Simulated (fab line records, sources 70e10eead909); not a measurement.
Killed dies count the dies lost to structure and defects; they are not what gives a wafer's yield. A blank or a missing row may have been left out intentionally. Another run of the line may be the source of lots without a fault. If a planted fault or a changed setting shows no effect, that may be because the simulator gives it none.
Chamber matching :: flow nandHarc :: 4 sister chambers for NHARC_A_CHANNEL_FILL_D1_ALD_25 on aldHk-04
The step deposits SiOx, target thk 60 nm, pulse time 10 s, ald cycles 600. 4 wafers are shown with their chamber, then 8 later ones without.

## WAFERS PAIRED WITH THEIR CHAMBERS
wafer: L089.4
chamber: 3
heaterPowerW (W): 399

wafer: L088.4
chamber: 0
heaterPowerW (W): 514

wafer: L088.5
chamber: 2
heaterPowerW (W): 432

wafer: L093.1
chamber: 1
heaterPowerW (W): 459

## WAFERS WITHOUT THEIR CHAMBER
wafer: L093.2
heaterPowerW (W): 394

wafer: L093.4
heaterPowerW (W): 430

wafer: L094.2
heaterPowerW (W): 471

wafer: L094.3
heaterPowerW (W): 524

wafer: L094.6
heaterPowerW (W): 510

wafer: L097.3
heaterPowerW (W): 461

wafer: L097.5
heaterPowerW (W): 430

wafer: L097.6
heaterPowerW (W): 462

## THE CHAMBER EACH PASSED THROUGH
wafer: L093.2
from the rows above: 3
in truth: 3

wafer: L093.4
from the rows above: 2
in truth: 2

wafer: L094.2
from the rows above: 1
in truth: 1

wafer: L094.3
from the rows above: 0
in truth: 0

wafer: L094.6
from the rows above: 0
in truth: 0

wafer: L097.3
from the rows above: 1
in truth: 1

wafer: L097.5
from the rows above: 2
in truth: 2

wafer: L097.6
from the rows above: 1
in truth: 1
Placed correctly: 8 of 8. Number that these rows cannot place: 0. 0 placed wrongly.
How it was worked out, from the rows above alone: a wafer's distance from a chamber is the root of the sum, over the readings, of the square of ((its reading less the chamber's mean) divided by the reading's scatter). The wafer belongs to the nearest chamber; if the next one is less than 2 further off, it can't be placed. Each chamber's mean is taken over the wafers shown for it. The scatter (one wafer shown for each chamber): square how far every hidden wafer sits from the nearest shown wafer, average those squares and take the square root.
